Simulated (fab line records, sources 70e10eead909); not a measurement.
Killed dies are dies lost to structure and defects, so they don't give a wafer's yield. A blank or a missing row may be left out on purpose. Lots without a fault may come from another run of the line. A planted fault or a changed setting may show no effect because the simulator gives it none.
Chamber matching | flow nand_harc | NHARC_A_CONTACT_ETCH_91 on rie_diel-06: 4 sister chambers
The step etches the open film in CH3F/O2, target depth 40 nm, time 85.7 s. 8 wafers are shown with their chamber, then 12 later ones without.

WAFERS WITH THEIR CHAMBER
wafer  | chamber | drypump_motor_current_A (A) | showerhead_plenum_p_Torr (Torr)
L082.3 | 2       | 5.6                         | 2.57
L084.6 | 2       | 5.6                         | 2.57
L085.1 | 3       | 6.0                         | 2.66
L085.5 | 1       | 5.9                         | 2.45
L085.6 | 0       | 5.4                         | 2.34
L090.1 | 1       | 5.8                         | 2.44
L090.2 | 0       | 5.4                         | 2.34
L090.4 | 3       | 6.1                         | 2.65

WAFERS WITHOUT THEIR CHAMBER
wafer  | drypump_motor_current_A (A) | showerhead_plenum_p_Torr (Torr)
L092.2 | 5.4                         | 2.34
L092.4 | 5.4                         | 2.34
L092.5 | 6.0                         | 2.65
L096.1 | 5.4                         | 2.34
L096.5 | 6.1                         | 2.65
L096.6 | 5.4                         | 2.34
L094.1 | 5.8                         | 2.44
L094.3 | 6.0                         | 2.65
L094.5 | 5.6                         | 2.57
L093.2 | 5.4                         | 2.34
L093.3 | 5.8                         | 2.44
L093.5 | 5.4                         | 2.34

WHICH CHAMBER EACH WENT THROUGH
wafer  | from the rows above | in truth
L092.2 | 0                   | 0
L092.4 | 0                   | 0
L092.5 | 3                   | 3
L096.1 | 0                   | 0
L096.5 | 3                   | 3
L096.6 | 0                   | 0
L094.1 | 1                   | 1
L094.3 | 3                   | 3
L094.5 | 2                   | 2
L093.2 | 0                   | 0
L093.3 | 1                   | 1
L093.5 | 0                   | 0
Placed correctly: 12 of 12. Can't be placed from these rows: 0. Placed wrongly: 0.
How it was worked out, from the rows above alone: a wafer's distance from a chamber is the root of the sum, over the readings, of the square of ((its reading less the chamber's mean) divided by the reading's scatter). The wafer belongs to the nearest chamber; if the next one is less than 2 further off, it can't be placed. A chamber's mean is the mean of its shown wafers. The scatter: the root of (the sum of the squares of (reading less its chamber's mean) over the shown wafers, divided by (wafers less chambers)).
